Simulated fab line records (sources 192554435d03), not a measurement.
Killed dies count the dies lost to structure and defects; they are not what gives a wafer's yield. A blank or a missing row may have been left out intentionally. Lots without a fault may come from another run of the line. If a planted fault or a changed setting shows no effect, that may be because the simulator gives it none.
One fault seen from 3 desks || flow n5_finfet || numbers are kept per desk, each desk with only its own; the story behind them comes last

THE DEFECT DESK
Counts from the inspections along the route, per lot, as means over the sampled wafers that have a number. Marked OUT: a lot whose mean sits more than 4 standard deviations from the usual mean, which makes it out of limits; the brackets give that distance.
Columns: A = raw_defect_count at N5_FIN_CUT_INSPECT_10, usual 47
{"lot": "L134", "first seen here": "day 3 02:51", "A": 62}
{"lot": "L137", "first seen here": "day 3 16:02", "A": 42}
{"lot": "L146", "first seen here": "day 5 20:05", "A": 48}
{"lot": "L148", "first seen here": "day 6 09:18", "A": 47}
{"lot": "L149", "first seen here": "day 6 15:22", "A": 55}
Finding of this desk: none of the 5 lots has anything out of limits.

AT THE TOOL OWNER'S DESK: rie_si-06
The tool's own readings at N5_FIN_CUT_CUT_ETCH_15 (etches Si in HBr/Cl2/O2, target depth 100 nm, bt time 10 s, time 42.4 s): means of the sampled wafers that have a number, for each lot that ran on this tool. Marked OUT: a lot whose mean sits more than 4 standard deviations from the usual mean, which makes it out of limits; the brackets give that distance.
Columns: A = drypump_motor_current_A at N5_FIN_CUT_CUT_ETCH_15, usual 5.8 A; B = oes_product_au at N5_FIN_CUT_CUT_ETCH_15, usual 1.004 a.u.; C = throttle_valve_pct at N5_FIN_CUT_CUT_ETCH_15, usual 37.08 %
{"lot": "L134", "first seen here": "day 3 03:32", "A": 5.9, "B": 0.996, "C": 36.95}
{"lot": "L146", "first seen here": "day 5 20:51", "A": 6.0, "B": 0.986, "C": 37.00}
Finding of this desk: none of the 2 lots has anything out of limits.

AT THE METROLOGY DESK
What the gauges read for every lot (on any tool): the sampled wafers with a number, averaged. Marked OUT: a lot whose mean sits more than 4 standard deviations from the usual mean, which makes it out of limits; the brackets give that distance. It has 11 readings; the 7 that lie furthest out on some lot are the ones shown.
Columns: A = FIN_CUT_OVL at N5_FIN_CUT_OVL_MEAS_09, usual -0.2 nm; B = DIBL_N at N5_BEOL_M4_RC_MEAS_101, usual 36.0 mV/V; C = IOFF_N at N5_BEOL_M4_RC_MEAS_101, usual 0.152 nA/um; D = IOFF_P at N5_BEOL_M4_RC_MEAS_101, usual 0.20 nA/um; E = ION_N at N5_BEOL_M4_RC_MEAS_101, usual 670 uA/um; F = SS_P at N5_BEOL_M4_RC_MEAS_101, usual 73.2 mV/dec; G = VT_P at N5_BEOL_M4_RC_MEAS_101, usual -252 mV
{"lot": "L134", "first seen here": "day 3 02:48", "A": -0.2, "B": 36.1, "C": 0.179, "D": 0.21, "E": 682, "F": 73.8, "G": -252}
{"lot": "L137", "first seen here": "day 3 15:59", "A": 0.3, "B": 37.0, "C": 0.177, "D": 0.21, "E": 681, "F": 73.4, "G": -253}
{"lot": "L146", "first seen here": "day 5 20:02", "A": 0.0, "B": 39.1, "C": 0.204, "D": 0.24, "E": 682, "F": 74.3, "G": -250}
{"lot": "L148", "first seen here": "day 6 09:15", "A": 0.2, "B": 35.0, "C": 0.119, "D": 0.15, "E": 663, "F": 72.6, "G": -258}
{"lot": "L149", "first seen here": "day 6 15:18", "A": -1.1, "B": 38.2, "C": 0.202, "D": 0.25, "E": 689, "F": 74.1, "G": -249}
Finding of this desk: none of the 5 lots has anything out of limits.

BROUGHT TOGETHER
No out-of-limits result turned up at the defect desk.
Nothing out of limits was seen by the tool owner's desk.
The metrology desk saw nothing out of limits.

WHAT THE SIMULATOR HAD PUT IN
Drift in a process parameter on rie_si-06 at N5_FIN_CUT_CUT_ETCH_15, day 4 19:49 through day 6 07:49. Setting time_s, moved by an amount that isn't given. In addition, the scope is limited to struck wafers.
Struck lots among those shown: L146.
